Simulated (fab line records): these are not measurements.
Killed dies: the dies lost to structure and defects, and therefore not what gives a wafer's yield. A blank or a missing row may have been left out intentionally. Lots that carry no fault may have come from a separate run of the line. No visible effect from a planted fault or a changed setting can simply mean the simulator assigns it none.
A struck lot beside a sound one :: flow n5_finfet :: 34 steps out of a route of 1938
Sound: these wafers, L770.2, L770.4, L770.6. Struck: wafer L789.6 (L789.2, L789.5, from the same lot, were not struck and are left out); the cause is given at the end.
Per side, at each step with rows, come the tool, then ch with its chambers, and then its first start. Under that, the readings that differ: sound wafers :: struck wafers :: difference of the means :: sigmas: that difference in standard deviations of wafers without a fault.
alike: readings with means less than 2 such deviations apart, plus words and numbers identical on both sides. not compared: withheld readings, readings lacking a value on some wafer, bounds such as >300 that could conceal the same value, and numbers that have no deviation in the record and whose values overlap.
Wherever a step has rows on one side only, a row that says differs or no value, or a row with sigmas, the two part there. Non-overlapping numbers with no deviation appear without sigmas and do not part them. A reading missing from all wafers of one side parts the sides only when that side holds two or more wafers.

first, 10 steps without rows for these wafers: N5_BEOL_M8_HM_STRIP_39 (strips TiN in peroxide tin strip, target depth 25 nm, time 158 s); N5_BEOL_M8_SRD_40 (time 30 s); N5_BEOL_M8_PRECLEAN_42 (cleans in residue remover, time 60 s); N5_BEOL_M8_SRD_43 (time 30 s); N5_BEOL_M8_CURE_75 (cures SiCOH lowk, time 120 s); N5_BEOL_M8_DEGAS_44 (time 60 s); N5_BEOL_M8_PRE_CLEAN_45 (time 30 s); N5_BEOL_M8_ALD_77 (deposits TaN, target thk 2 nm, pulse time 2 s, purge time 3 s); N5_BEOL_M8_SURFACE_TREAT_79; N5_BEOL_M8_CVD_78 (deposits Co from CCTBA/H2, target thk 2 nm, time 142.3 s).
N5_BEOL_M8_SPUTTER_48: material Cu, target thk 10 nm, time 1.667 s.
  struck on pvd_sputter-03, day 14 20:37; sound on pvd_sputter-03, day 10 00:31
reading: throttle_valve_pct (%)
sound: 29.8 31.3 30.8
struck: 28.2
difference: -2.4
sigmas: -2
  alike: bias_v, chamber_pressure_pa
then, 22 steps without rows for these wafers: N5_BEOL_M8_ECD_50 (material Cu, target thk 300 nm); N5_BEOL_M8_ANNEAL_51 (time 90 s); N5_BEOL_M8_CMP_52 (polishes, stops on SiCOH lowk, t overpolish 6.9 s, target thk 80 nm); N5_BEOL_M8_PRE_CLEAN_55 (time 15 s); N5_BEOL_M8_DEP_56 (deposits SiCN from 3MS/NH3, target thk 10 nm, time 17.5 s); N5_BEOL_M9_ILD_DEP_00 (deposits SiCOH lowk from DEMS/porogen, target thk 308.51 nm, time 58 s); N5_BEOL_M9_CURE_71 (cures SiCOH lowk, time 240 s); N5_BEOL_M9_PECVD_70 (deposits SiO2 from TEOS/O2, target thk 20 nm, time 22.7 s); N5_BEOL_M9_HM_DEP_02 (deposits TiN, target thk 20 nm); N5_BEOL_M9_COAT_59 (time 60 s, resist thk 100 nm); N5_BEOL_M9_COAT_60 (time 60 s, resist thk 30 nm); N5_BEOL_M9_COAT_05 (resist thk 90 nm); N5_BEOL_M9_EBR_07; N5_BEOL_M9_SOFTBAKE_06 (time 60 s); N5_BEOL_M9_EXPOSE_08 (exposes mask M9); N5_BEOL_M9_PEB_09 (peb time 60 s); N5_BEOL_M9_DEVELOP_10 (develop time 30 s); N5_BEOL_M9_DESCUM_16 (chemistry O2, time 7.9 s); N5_BEOL_M9_ETCH_61 (etches SiARC in CF4, target depth 39 nm, time 65 s); N5_BEOL_M9_ETCH_62 (etches SOC in N2/H2, target depth 110 nm, overetch 22 nm, time 165 s); N5_BEOL_M9_STRIP_68 (strips in N2/H2); N5_BEOL_M9_STRIP_67 (strips in CF4).
-- record jumps: 3 days separate the struck wafers' starts on either side; left off in module BEOL_M9, taken up again in module PASSIVATION, whose first shown step is the route's number 1936 --
N5_PASSIVATION_PROBE_49:
  struck on prober-02, day 17 11:11; sound on prober-01, day 12 11:51
reading: killed_at_M4_up
sound: 4 12 14
struck: 41
difference: +31
sigmas: +5
  alike: defect_limited_yield, killed_at_M0_to_M3, killed_at_contacts, killed_at_front_end, killed_at_other, killed_dies, killed_open, killed_short, sort_bin_4_leakage, sort_bin_5_function, sort_bin_6_memory, sort_bin_8_speed, sort_n_pass, sort_yield_pct

## WHERE THEY PART
At N5_BEOL_M8_SPUTTER_48 first; at N5_PASSIVATION_PROBE_49 last (within this record only).

WHY: what the simulator had put in
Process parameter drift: pvd_sputter-03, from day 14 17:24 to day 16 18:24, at N5_BEOL_M8_SPUTTER_48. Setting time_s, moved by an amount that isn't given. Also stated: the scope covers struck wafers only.
